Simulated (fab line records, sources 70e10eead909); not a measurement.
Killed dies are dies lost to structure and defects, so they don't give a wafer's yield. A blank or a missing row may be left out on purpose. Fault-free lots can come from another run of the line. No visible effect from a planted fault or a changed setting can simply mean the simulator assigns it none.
A struck lot beside a sound one -- flow nand_harc -- 13 steps out of a route of 1302
Sound: these wafers, L710.2, L710.4, L710.5. Wafers L718.2, L718.3, L718.5 were the ones struck. Last of all comes the cause.
Each step with rows lists, per side, the tool, then ch with its chambers, then its first start. Under that, the readings that differ: sound wafers -- struck wafers -- difference of the means -- sigmas: that difference in standard deviations of wafers without a fault.
alike: a reading whose means differ by less than 2 such deviations, as well as words and numbers matching on both sides. not compared: withheld readings; readings where some wafer has no value; bounds like >300 that might hide an equal value; numbers whose values overlap and for which the record gives no deviation.
A row with sigmas, a row that says differs or no value, or rows on one side alone: a step with any of these is where the two part. Numbers that have no deviation but don't overlap get no sigmas and don't part them. Lack of a reading on every wafer of one side parts them only where that side has two or more wafers.

NHARC_A_STAIRCASE_TRIM_202: chemistry O2, time 211.2 s.
  sound: rie_diel-09 ch 0,1,2; struck: rie_diel-12 ch 0,2
  alike: drypump_motor_current_A, oes_product_au, rf_vpp_V, showerhead_plenum_p_Torr, throttle_valve_pct
  not compared: rf_hours_counter_h
NHARC_A_STAIRCASE_ETCH_203: etches the open film in C4F8/O2, target depth 100 nm, time 40.5 s.
  sound: rie_diel-09 ch 0,2; struck: rie_diel-12 ch 1,2,3
  alike: oes_product_au, rf_vpp_V
  not compared: rf_hours_counter_h
NHARC_A_STAIRCASE_STRIP_205: strips in O2.
  sound on plasma_asher-01 ch 0,1, day 15 15:24; struck on plasma_asher-02 ch 0, day 19 04:19
  alike: drypump_motor_current_A, heater_power_w
  not compared: rf_hours_counter_h
then, 8 steps without rows for these wafers: NHARC_A_STAIRCASE_STRIP_206 (strips in SPM, time 900 s); NHARC_A_STAIRCASE_PRECLEAN_207 (cleans in SC1); NHARC_A_STAIRCASE_SRD_208; NHARC_A_STAIRCASE_DEHYDRATE_209 (time 120 s); NHARC_A_STAIRCASE_HMDS_210 (time 30 s); NHARC_A_STAIRCASE_COAT_211; NHARC_A_STAIRCASE_SOFTBAKE_212 (time 170 s); NHARC_A_STAIRCASE_EBR_213.
NHARC_A_STAIRCASE_EXPOSE_214: exposes mask STAIR 3.
  sound on krf_scanner-02 ch 0, day 15 16:32; struck on krf_scanner-02 ch 0, day 19 05:25
reading,sound,struck,difference,sigmas
model.A_STAIRCASE.overlay_x_nm (nm),2.585 2.585 2.585,75.66 75.66 75.66,+73.08,
  alike: mask
then, 1 step without rows for these wafers: NHARC_A_STAIRCASE_PEB_215 (peb time 130 s).

== WHERE THEY PART ==
Nowhere in this record.

WHY: the cause the simulator had injected
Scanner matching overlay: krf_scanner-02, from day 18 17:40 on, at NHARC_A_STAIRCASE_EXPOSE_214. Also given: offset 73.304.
